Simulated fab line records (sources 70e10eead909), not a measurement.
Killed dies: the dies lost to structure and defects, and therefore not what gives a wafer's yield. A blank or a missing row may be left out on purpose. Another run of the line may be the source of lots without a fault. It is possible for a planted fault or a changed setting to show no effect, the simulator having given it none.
Which tool did it? || flow nandHarc || 30 wafers from 11 lots sampled at 9 of the route's 1302 steps

WHAT EACH GAUGE READ, for each wafer
NHARC_A_CHANNEL_HOLE_D2_CD_MEAS_10: the cd target is 100 nm. Usual: 99.9 nm for cdNm, sd 0.53.
{"lot": "L102", "measured": "day 14 03:35", "on": "cdSem-01", "cdNm (nm)": "98.8 99.4 98.7", "flag": ""}
{"lot": "L111", "measured": "day 17 02:36", "on": "cdSem-01", "cdNm (nm)": "99.7 91.3", "flag": "OFF"}
{"lot": "L110", "measured": "day 17 03:55", "on": "cdSem-02", "cdNm (nm)": "99.3 91.6", "flag": "OFF"}
{"lot": "L112", "measured": "day 18 03:11", "on": "cdSem-01", "cdNm (nm)": "98.5 91.4", "flag": "OFF"}
{"lot": "L113", "measured": "day 18 03:34", "on": "cdSem-01", "cdNm (nm)": "100.2 100.8 100.8", "flag": ""}
{"lot": "L115", "measured": "day 19 22:59", "on": "cdSem-01", "cdNm (nm)": "100.3 100.4 99.7", "flag": ""}
{"lot": "L116", "measured": "day 19 23:21", "on": "cdSem-01", "cdNm (nm)": "100.2 99.3 99.6", "flag": ""}
{"lot": "L120", "measured": "day 21 12:35", "on": "cdSem-03", "cdNm (nm)": "100.2 100.4 100.2", "flag": ""}
{"lot": "L122", "measured": "day 22 07:20", "on": "cdSem-03", "cdNm (nm)": "99.7 100.2 99.9", "flag": ""}
{"lot": "L123", "measured": "day 22 08:17", "on": "cdSem-01", "cdNm (nm)": "100.3 100.2 100.3", "flag": ""}
{"lot": "L124", "measured": "day 22 16:15", "on": "cdSem-02", "cdNm (nm)": "99.4 99.6 98.8", "flag": ""}

NHARC_A_CHANNEL_HOLE_D2_CD_MEAS_18. Usual: 98.8 nm for cdNm, sd 2.1.
{"lot": "L102", "measured": "day 14 04:53", "on": "cdSem-03", "cdNm (nm)": "98.0 95.3 99.8", "flag": ""}
{"lot": "L111", "measured": "day 17 03:54", "on": "cdSem-03", "cdNm (nm)": "99.4 89.6", "flag": ""}
{"lot": "L110", "measured": "day 17 05:29", "on": "cdSem-02", "cdNm (nm)": "96.6 87.1", "flag": "OFF"}
{"lot": "L112", "measured": "day 18 04:29", "on": "cdSem-01", "cdNm (nm)": "97.8 86.6", "flag": "OFF"}
{"lot": "L113", "measured": "day 18 05:04", "on": "cdSem-03", "cdNm (nm)": "97.5 99.1 98.2", "flag": ""}
{"lot": "L115", "measured": "day 20 00:16", "on": "cdSem-03", "cdNm (nm)": "100.7 102.6 97.9", "flag": ""}
{"lot": "L116", "measured": "day 20 00:38", "on": "cdSem-02", "cdNm (nm)": "98.1 100.2 95.6", "flag": ""}
{"lot": "L120", "measured": "day 21 13:53", "on": "cdSem-03", "cdNm (nm)": "96.8 97.0 98.8", "flag": ""}
{"lot": "L122", "measured": "day 22 08:37", "on": "cdSem-01", "cdNm (nm)": "98.8 102.7 101.0", "flag": ""}
{"lot": "L123", "measured": "day 22 09:35", "on": "cdSem-03", "cdNm (nm)": "97.2 99.1 96.4", "flag": ""}
{"lot": "L124", "measured": "day 22 17:33", "on": "cdSem-01", "cdNm (nm)": "98.3 97.7 100.3", "flag": ""}

NHARC_A_CHANNEL_HOLE_D2_CD_MEAS_31. Usual: 89.9 nm for cdNm, sd 1.3.
{"lot": "L102", "measured": "day 14 10:29", "on": "cdSem-03", "cdNm (nm)": "88.3 90.0 87.3", "flag": ""}
{"lot": "L111", "measured": "day 17 17:20", "on": "cdSem-03", "cdNm (nm)": "88.6 82.4", "flag": "OFF"}
{"lot": "L110", "measured": "day 17 20:04", "on": "cdSem-01", "cdNm (nm)": "89.8 81.8", "flag": "OFF"}
{"lot": "L112", "measured": "day 18 10:07", "on": "cdSem-03", "cdNm (nm)": "90.6 83.4", "flag": ""}
{"lot": "L113", "measured": "day 18 10:40", "on": "cdSem-02", "cdNm (nm)": "91.1 90.0 91.4", "flag": ""}
{"lot": "L115", "measured": "day 20 05:50", "on": "cdSem-03", "cdNm (nm)": "88.7 86.3 90.3", "flag": ""}
{"lot": "L116", "measured": "day 20 08:29", "on": "cdSem-02", "cdNm (nm)": "91.4 87.8 87.4", "flag": ""}
{"lot": "L120", "measured": "day 21 19:28", "on": "cdSem-03", "cdNm (nm)": "89.3 89.6 88.2", "flag": ""}
{"lot": "L122", "measured": "day 22 14:13", "on": "cdSem-02", "cdNm (nm)": "91.1 90.4 91.3", "flag": ""}
{"lot": "L123", "measured": "day 22 15:10", "on": "cdSem-03", "cdNm (nm)": "89.1 88.4 87.5", "flag": ""}
{"lot": "L124", "measured": "day 22 23:20", "on": "cdSem-01", "cdNm (nm)": "89.4 91.7 90.2", "flag": ""}

NHARC_END_SORT_01. Usual: killedAtArray 64, standard deviation 18; killedAtOther 0.8, standard deviation 1.1; killedAtPeriphery 3.8, standard deviation 2.7; killedDies 68, standard deviation 18; killedOpen 3.3, standard deviation 1.9; killedShort 2.3, standard deviation 1.8.
{"lot": "L111", "measured": "day 29 06:32", "on": "prober-01", "killedAtArray": 57, "killedAtOther": 0, "killedAtPeriphery": 4, "killedDies": 61, "killedOpen": 3, "killedShort": 1, "flag": ""}
{"lot": "L112", "measured": "day 29 16:35", "on": "prober-02", "killedAtArray": 50, "killedAtOther": 0, "killedAtPeriphery": 3, "killedDies": 53, "killedOpen": 3, "killedShort": 3, "flag": ""}

EACH LOT AND THE TOOL THAT RAN IT (in order: tool; ch and the chambers of the sampled wafers; start)
{"lot": "L102", "NHARC_A_CHANNEL_HOLE_D2_DEP_01": "pecvd-03 ch 0,1,2, day 14 02:54", "NHARC_A_CHANNEL_HOLE_D2_PEB_08": "lithoTrack-06 ch 0, day 14 03:31", "NHARC_A_CHANNEL_HOLE_D2_ETCH_22": "harEtch-02 ch 0,1, day 14 06:06", "NHARC_A_CHANNEL_HOLE_D2_ETCH_27": "harEtch-02 ch 0,1, day 14 09:01", "NHARC_A_CHANNEL_HOLE_D2_XSEM_32": "xsem-02 ch 0, day 14 10:34"}
{"lot": "L111", "NHARC_A_CHANNEL_HOLE_D2_DEP_01": "pecvd-03 ch 1,2, day 17 01:56", "NHARC_A_CHANNEL_HOLE_D2_PEB_08": "lithoTrack-06 ch 0, day 17 02:31", "NHARC_A_CHANNEL_HOLE_D2_ETCH_22": "harEtch-01 ch 1, day 17 12:41", "NHARC_A_CHANNEL_HOLE_D2_ETCH_27": "harEtch-01 ch 1, day 17 15:48", "NHARC_A_CHANNEL_HOLE_D2_XSEM_32": "xsem-01 ch 0, day 17 17:25"}
{"lot": "L110", "NHARC_A_CHANNEL_HOLE_D2_DEP_01": "pecvd-04 ch 0,1, day 17 03:20", "NHARC_A_CHANNEL_HOLE_D2_PEB_08": "lithoTrack-06 ch 0, day 17 03:50", "NHARC_A_CHANNEL_HOLE_D2_ETCH_22": "harEtch-02 ch 0,1, day 17 15:37", "NHARC_A_CHANNEL_HOLE_D2_ETCH_27": "harEtch-02 ch 0,1, day 17 18:34", "NHARC_A_CHANNEL_HOLE_D2_XSEM_32": "xsem-02 ch 0, day 17 20:09"}
{"lot": "L112", "NHARC_A_CHANNEL_HOLE_D2_DEP_01": "pecvd-04 ch 0,1, day 18 02:31", "NHARC_A_CHANNEL_HOLE_D2_PEB_08": "lithoTrack-06 ch 0, day 18 03:06", "NHARC_A_CHANNEL_HOLE_D2_ETCH_22": "harEtch-02 ch 0,1, day 18 05:25", "NHARC_A_CHANNEL_HOLE_D2_ETCH_27": "harEtch-02 ch 0,1, day 18 08:34", "NHARC_A_CHANNEL_HOLE_D2_XSEM_32": "xsem-02 ch 0, day 18 10:13"}
{"lot": "L113", "NHARC_A_CHANNEL_HOLE_D2_DEP_01": "pecvd-04 ch 1,2, day 18 02:50", "NHARC_A_CHANNEL_HOLE_D2_PEB_08": "lithoTrack-01 ch 0, day 18 03:29", "NHARC_A_CHANNEL_HOLE_D2_ETCH_22": "harEtch-01 ch 0,1, day 18 05:59", "NHARC_A_CHANNEL_HOLE_D2_ETCH_27": "harEtch-01 ch 0,1, day 18 09:07", "NHARC_A_CHANNEL_HOLE_D2_XSEM_32": "xsem-01 ch 0, day 18 10:44"}
{"lot": "L115", "NHARC_A_CHANNEL_HOLE_D2_DEP_01": "pecvd-02 ch 0,1,2, day 19 22:28", "NHARC_A_CHANNEL_HOLE_D2_PEB_08": "lithoTrack-01 ch 0, day 19 22:54", "NHARC_A_CHANNEL_HOLE_D2_ETCH_22": "harEtch-01 ch 0,1, day 20 01:24", "NHARC_A_CHANNEL_HOLE_D2_ETCH_27": "harEtch-01 ch 0,1, day 20 04:21", "NHARC_A_CHANNEL_HOLE_D2_XSEM_32": "xsem-01 ch 0, day 20 05:56"}
{"lot": "L116", "NHARC_A_CHANNEL_HOLE_D2_DEP_01": "pecvd-03 ch 0,2, day 19 22:38", "NHARC_A_CHANNEL_HOLE_D2_PEB_08": "lithoTrack-01 ch 0, day 19 23:16", "NHARC_A_CHANNEL_HOLE_D2_ETCH_22": "harEtch-02 ch 0,1, day 20 04:01", "NHARC_A_CHANNEL_HOLE_D2_ETCH_27": "harEtch-02 ch 0,1, day 20 07:01", "NHARC_A_CHANNEL_HOLE_D2_XSEM_32": "xsem-02 ch 0, day 20 08:34"}
{"lot": "L120", "NHARC_A_CHANNEL_HOLE_D2_DEP_01": "pecvd-02 ch 0,2, day 21 11:47", "NHARC_A_CHANNEL_HOLE_D2_PEB_08": "lithoTrack-01 ch 0, day 21 12:30", "NHARC_A_CHANNEL_HOLE_D2_ETCH_22": "harEtch-02 ch 0,1, day 21 14:49", "NHARC_A_CHANNEL_HOLE_D2_ETCH_27": "harEtch-02 ch 0,1, day 21 17:55", "NHARC_A_CHANNEL_HOLE_D2_XSEM_32": "xsem-02 ch 0, day 21 19:33"}
{"lot": "L122", "NHARC_A_CHANNEL_HOLE_D2_DEP_01": "pecvd-03 ch 0,2, day 22 06:35", "NHARC_A_CHANNEL_HOLE_D2_PEB_08": "lithoTrack-06 ch 0, day 22 07:15", "NHARC_A_CHANNEL_HOLE_D2_ETCH_22": "harEtch-01 ch 0,1, day 22 09:34", "NHARC_A_CHANNEL_HOLE_D2_ETCH_27": "harEtch-01 ch 0,1, day 22 12:40", "NHARC_A_CHANNEL_HOLE_D2_XSEM_32": "xsem-01 ch 0, day 22 14:17"}
{"lot": "L123", "NHARC_A_CHANNEL_HOLE_D2_DEP_01": "pecvd-02 ch 0,1,2, day 22 07:36", "NHARC_A_CHANNEL_HOLE_D2_PEB_08": "lithoTrack-01 ch 0, day 22 08:13", "NHARC_A_CHANNEL_HOLE_D2_ETCH_22": "harEtch-02 ch 1, day 22 10:31", "NHARC_A_CHANNEL_HOLE_D2_ETCH_27": "harEtch-02 ch 1, day 22 13:37", "NHARC_A_CHANNEL_HOLE_D2_XSEM_32": "xsem-02 ch 0, day 22 15:16"}
{"lot": "L124", "NHARC_A_CHANNEL_HOLE_D2_DEP_01": "pecvd-03 ch 1,2, day 22 15:39", "NHARC_A_CHANNEL_HOLE_D2_PEB_08": "lithoTrack-06 ch 0, day 22 16:10", "NHARC_A_CHANNEL_HOLE_D2_ETCH_22": "harEtch-01 ch 0,1, day 22 18:29", "NHARC_A_CHANNEL_HOLE_D2_ETCH_27": "harEtch-01 ch 0,1, day 22 21:37", "NHARC_A_CHANNEL_HOLE_D2_XSEM_32": "xsem-01 ch 0, day 22 23:25"}
- NHARC_A_CHANNEL_HOLE_D2_DEP_01: deposits SiON, target thk 140 nm.
- NHARC_A_CHANNEL_HOLE_D2_PEB_08: peb time 65 s.
- NHARC_A_CHANNEL_HOLE_D2_ETCH_22: etches the open film in C4F8/O2/Ar, time 666.7 s, target depth 1600 nm.
- NHARC_A_CHANNEL_HOLE_D2_ETCH_27: etches the open film in C4F8/O2/Ar, time 90 s, target depth 400 nm.
- NHARC_A_CHANNEL_HOLE_D2_XSEM_32

WHAT THE TOOLS THEMSELVES READ (means of the sampled wafers that have a number; where no wafer has one, the mark that the record gives instead)
NHARC_A_CHANNEL_HOLE_D2_DEP_01. Usual: heaterPowerW 753 W, standard deviation 94; showerheadVppV 1178 V, standard deviation 53.
{"lot": "L102", "tool": "pecvd-03", "heaterPowerW (W)": 802, "showerheadVppV (V)": 1210, "flag": ""}
{"lot": "L111", "tool": "pecvd-03", "heaterPowerW (W)": 767, "showerheadVppV (V)": 1186, "flag": ""}
{"lot": "L110", "tool": "pecvd-04", "heaterPowerW (W)": 818, "showerheadVppV (V)": 1177, "flag": ""}
{"lot": "L112", "tool": "pecvd-04", "heaterPowerW (W)": 790, "showerheadVppV (V)": 1163, "flag": ""}
{"lot": "L113", "tool": "pecvd-04", "heaterPowerW (W)": 739, "showerheadVppV (V)": 1154, "flag": ""}
{"lot": "L115", "tool": "pecvd-02", "heaterPowerW (W)": 719, "showerheadVppV (V)": 1168, "flag": ""}
{"lot": "L116", "tool": "pecvd-03", "heaterPowerW (W)": 684, "showerheadVppV (V)": 1241, "flag": ""}
{"lot": "L120", "tool": "pecvd-02", "heaterPowerW (W)": 655, "showerheadVppV (V)": 1200, "flag": ""}
{"lot": "L122", "tool": "pecvd-03", "heaterPowerW (W)": 692, "showerheadVppV (V)": 1221, "flag": ""}
{"lot": "L123", "tool": "pecvd-02", "heaterPowerW (W)": 676, "showerheadVppV (V)": 1188, "flag": ""}
{"lot": "L124", "tool": "pecvd-03", "heaterPowerW (W)": 730, "showerheadVppV (V)": 1197, "flag": ""}

NHARC_A_CHANNEL_HOLE_D2_PEB_08. Usual: chillPlateTempC 23.02 C, standard deviation 0.11; heaterPowerTotalW 156.6 W, standard deviation 0.41.
{"lot": "L102", "tool": "lithoTrack-06", "chillPlateTempC (C)": 22.97, "heaterPowerTotalW (W)": 157.0, "flag": ""}
{"lot": "L111", "tool": "lithoTrack-06", "chillPlateTempC (C)": 23.02, "heaterPowerTotalW (W)": 169.3, "flag": "OFF"}
{"lot": "L110", "tool": "lithoTrack-06", "chillPlateTempC (C)": 23.05, "heaterPowerTotalW (W)": 169.4, "flag": "OFF"}
{"lot": "L112", "tool": "lithoTrack-06", "chillPlateTempC (C)": 23.16, "heaterPowerTotalW (W)": 169.5, "flag": "OFF"}
{"lot": "L113", "tool": "lithoTrack-01", "chillPlateTempC (C)": 22.95, "heaterPowerTotalW (W)": 156.8, "flag": ""}
{"lot": "L115", "tool": "lithoTrack-01", "chillPlateTempC (C)": 23.07, "heaterPowerTotalW (W)": 157.0, "flag": ""}
{"lot": "L116", "tool": "lithoTrack-01", "chillPlateTempC (C)": 23.05, "heaterPowerTotalW (W)": 156.6, "flag": ""}
{"lot": "L120", "tool": "lithoTrack-01", "chillPlateTempC (C)": 22.98, "heaterPowerTotalW (W)": 156.8, "flag": ""}
{"lot": "L122", "tool": "lithoTrack-06", "chillPlateTempC (C)": 22.94, "heaterPowerTotalW (W)": 156.7, "flag": ""}
{"lot": "L123", "tool": "lithoTrack-01", "chillPlateTempC (C)": 23.17, "heaterPowerTotalW (W)": 156.4, "flag": ""}
{"lot": "L124", "tool": "lithoTrack-06", "chillPlateTempC (C)": 22.93, "heaterPowerTotalW (W)": 157.0, "flag": ""}

NHARC_A_CHANNEL_HOLE_D2_ETCH_22. Usual: drypumpMotorCurrentA 5.69 A, standard deviation 0.22; oesAirLineAu 0.996 a.u., standard deviation 0.021; showerheadPlenumPTorr 3.64 Torr, standard deviation 0.091; throttleValvePct 32.155 %, standard deviation 0.01.
{"lot": "L102", "tool": "harEtch-02", "drypumpMotorCurrentA (A)": 5.49, "oesAirLineAu (a.u.)": 0.979, "showerheadPlenumPTorr (Torr)": 3.73, "throttleValvePct (%)": 32.149, "flag": ""}
{"lot": "L111", "tool": "harEtch-01", "drypumpMotorCurrentA (A)": 5.66, "oesAirLineAu (a.u.)": 0.982, "showerheadPlenumPTorr (Torr)": 3.67, "throttleValvePct (%)": 32.142, "flag": ""}
{"lot": "L110", "tool": "harEtch-02", "drypumpMotorCurrentA (A)": 5.57, "oesAirLineAu (a.u.)": 0.994, "showerheadPlenumPTorr (Torr)": 3.71, "throttleValvePct (%)": 32.168, "flag": ""}
{"lot": "L112", "tool": "harEtch-02", "drypumpMotorCurrentA (A)": 5.54, "oesAirLineAu (a.u.)": 0.986, "showerheadPlenumPTorr (Torr)": 3.71, "throttleValvePct (%)": 32.151, "flag": ""}
{"lot": "L113", "tool": "harEtch-01", "drypumpMotorCurrentA (A)": 5.86, "oesAirLineAu (a.u.)": 0.992, "showerheadPlenumPTorr (Torr)": 3.55, "throttleValvePct (%)": 32.150, "flag": ""}
{"lot": "L115", "tool": "harEtch-01", "drypumpMotorCurrentA (A)": 5.78, "oesAirLineAu (a.u.)": 1.030, "showerheadPlenumPTorr (Torr)": 3.59, "throttleValvePct (%)": 32.159, "flag": ""}
{"lot": "L116", "tool": "harEtch-02", "drypumpMotorCurrentA (A)": 5.64, "oesAirLineAu (a.u.)": 0.997, "showerheadPlenumPTorr (Torr)": 3.68, "throttleValvePct (%)": 32.171, "flag": ""}
{"lot": "L120", "tool": "harEtch-02", "drypumpMotorCurrentA (A)": 5.50, "oesAirLineAu (a.u.)": 0.979, "showerheadPlenumPTorr (Torr)": 3.68, "throttleValvePct (%)": 32.158, "flag": ""}
{"lot": "L122", "tool": "harEtch-01", "drypumpMotorCurrentA (A)": 5.78, "oesAirLineAu (a.u.)": 1.009, "showerheadPlenumPTorr (Torr)": 3.57, "throttleValvePct (%)": 32.162, "flag": ""}
{"lot": "L123", "tool": "harEtch-02", "drypumpMotorCurrentA (A)": 5.78, "oesAirLineAu (a.u.)": 1.014, "showerheadPlenumPTorr (Torr)": 3.66, "throttleValvePct (%)": 32.155, "flag": ""}
{"lot": "L124", "tool": "harEtch-01", "drypumpMotorCurrentA (A)": 5.76, "oesAirLineAu (a.u.)": 0.995, "showerheadPlenumPTorr (Torr)": 3.57, "throttleValvePct (%)": 32.159, "flag": ""}

NHARC_A_CHANNEL_HOLE_D2_ETCH_27. Usual: biasV 400 V, standard deviation 4.1; drypumpMotorCurrentA 5.69 A, standard deviation 0.22; oesAirLineAu 1.000 a.u., standard deviation 0.019; showerheadPlenumPTorr 3.67 Torr, standard deviation 0.094; throttleValvePct 27.620 %, standard deviation 0.009.
{"lot": "L102", "tool": "harEtch-02", "biasV (V)": 400, "drypumpMotorCurrentA (A)": 5.50, "oesAirLineAu (a.u.)": 1.009, "showerheadPlenumPTorr (Torr)": 3.77, "throttleValvePct (%)": 27.618, "flag": ""}
{"lot": "L111", "tool": "harEtch-01", "biasV (V)": 395, "drypumpMotorCurrentA (A)": 5.67, "oesAirLineAu (a.u.)": 0.972, "showerheadPlenumPTorr (Torr)": 3.70, "throttleValvePct (%)": 27.623, "flag": ""}
{"lot": "L110", "tool": "harEtch-02", "biasV (V)": 404, "drypumpMotorCurrentA (A)": 5.56, "oesAirLineAu (a.u.)": 1.014, "showerheadPlenumPTorr (Torr)": 3.75, "throttleValvePct (%)": 27.622, "flag": ""}
{"lot": "L112", "tool": "harEtch-02", "biasV (V)": 398, "drypumpMotorCurrentA (A)": 5.58, "oesAirLineAu (a.u.)": 0.984, "showerheadPlenumPTorr (Torr)": 3.74, "throttleValvePct (%)": 27.616, "flag": ""}
{"lot": "L113", "tool": "harEtch-01", "biasV (V)": 405, "drypumpMotorCurrentA (A)": 5.84, "oesAirLineAu (a.u.)": 1.014, "showerheadPlenumPTorr (Torr)": 3.58, "throttleValvePct (%)": 27.623, "flag": ""}
{"lot": "L115", "tool": "harEtch-01", "biasV (V)": 397, "drypumpMotorCurrentA (A)": 5.74, "oesAirLineAu (a.u.)": 1.023, "showerheadPlenumPTorr (Torr)": 3.63, "throttleValvePct (%)": 27.622, "flag": ""}
{"lot": "L116", "tool": "harEtch-02", "biasV (V)": 399, "drypumpMotorCurrentA (A)": 5.63, "oesAirLineAu (a.u.)": 1.003, "showerheadPlenumPTorr (Torr)": 3.72, "throttleValvePct (%)": 27.624, "flag": ""}
{"lot": "L120", "tool": "harEtch-02", "biasV (V)": 400, "drypumpMotorCurrentA (A)": 5.51, "oesAirLineAu (a.u.)": 0.985, "showerheadPlenumPTorr (Torr)": 3.72, "throttleValvePct (%)": 27.631, "flag": ""}
{"lot": "L122", "tool": "harEtch-01", "biasV (V)": 400, "drypumpMotorCurrentA (A)": 5.78, "oesAirLineAu (a.u.)": 1.001, "showerheadPlenumPTorr (Torr)": 3.61, "throttleValvePct (%)": 27.616, "flag": ""}
{"lot": "L123", "tool": "harEtch-02", "biasV (V)": 397, "drypumpMotorCurrentA (A)": 5.78, "oesAirLineAu (a.u.)": 1.016, "showerheadPlenumPTorr (Torr)": 3.70, "throttleValvePct (%)": 27.624, "flag": ""}
{"lot": "L124", "tool": "harEtch-01", "biasV (V)": 398, "drypumpMotorCurrentA (A)": 5.79, "oesAirLineAu (a.u.)": 0.990, "showerheadPlenumPTorr (Torr)": 3.60, "throttleValvePct (%)": 27.624, "flag": ""}

NHARC_A_CHANNEL_HOLE_D2_XSEM_32. Usual: botCdNm 74.5 nm, standard deviation 1.7; bowNm 8.58 nm, standard deviation 0.23; tiltDeg 0.06 degrees, standard deviation 0.045.
{"lot": "L102", "tool": "xsem-02", "botCdNm (nm)": 72.8, "bowNm (nm)": 8.28, "tiltDeg (degrees)": 0.06, "flag": ""}
{"lot": "L111", "tool": "xsem-01", "botCdNm (nm)": 70.3, "bowNm (nm)": 9.16, "tiltDeg (degrees)": 0.09, "flag": ""}
{"lot": "L110", "tool": "xsem-02", "botCdNm (nm)": 70.7, "bowNm (nm)": 8.77, "tiltDeg (degrees)": 0.10, "flag": ""}
{"lot": "L112", "tool": "xsem-02", "botCdNm (nm)": 72.6, "bowNm (nm)": 8.77, "tiltDeg (degrees)": 0.06, "flag": ""}
{"lot": "L113", "tool": "xsem-01", "botCdNm (nm)": 75.5, "bowNm (nm)": 8.54, "tiltDeg (degrees)": 0.05, "flag": ""}
{"lot": "L115", "tool": "xsem-01", "botCdNm (nm)": 72.9, "bowNm (nm)": 8.67, "tiltDeg (degrees)": 0.04, "flag": ""}
{"lot": "L116", "tool": "xsem-02", "botCdNm (nm)": 73.4, "bowNm (nm)": 8.74, "tiltDeg (degrees)": 0.04, "flag": ""}
{"lot": "L120", "tool": "xsem-02", "botCdNm (nm)": 72.5, "bowNm (nm)": 8.36, "tiltDeg (degrees)": 0.04, "flag": ""}
{"lot": "L122", "tool": "xsem-01", "botCdNm (nm)": 76.7, "bowNm (nm)": 8.37, "tiltDeg (degrees)": 0.04, "flag": ""}
{"lot": "L123", "tool": "xsem-02", "botCdNm (nm)": 73.3, "bowNm (nm)": 8.43, "tiltDeg (degrees)": 0.03, "flag": ""}
{"lot": "L124", "tool": "xsem-01", "botCdNm (nm)": 74.8, "bowNm (nm)": 8.56, "tiltDeg (degrees)": 0.02, "flag": ""}

THE ANSWER, worked out from the rows above alone
Rule: a lot is off if the mean of its wafers that have a number lies more than 3 standard deviations from the usual mean. Also off: a lot with no number at a reading for which 4 or more lots have one. Any other lot the step has rows for is counted as sound. Order of review: gauges by route order, followed by the tools' own readings, for which a lot's mean as printed above is used. The first step at which some lot is off is used, and at that step the reading that is off furthest; a lot without a number counts as furthest.
Off, at NHARC_A_CHANNEL_HOLE_D2_CD_MEAS_10 on cdNm: L111, L110, L112.
A tool fits if, at a process step before that reading, it ran every lot that is off, and no sound lot after the first of them. The gauges at NHARC_A_CHANNEL_HOLE_D2_CD_MEAS_10 aren't tried: what is off there is off at NHARC_A_CHANNEL_HOLE_D2_PEB_08 too, on other tools, and a gauge's error can't cause that. No candidate that was tried fits.

WHAT WAS PUT IN BY THE SIMULATOR
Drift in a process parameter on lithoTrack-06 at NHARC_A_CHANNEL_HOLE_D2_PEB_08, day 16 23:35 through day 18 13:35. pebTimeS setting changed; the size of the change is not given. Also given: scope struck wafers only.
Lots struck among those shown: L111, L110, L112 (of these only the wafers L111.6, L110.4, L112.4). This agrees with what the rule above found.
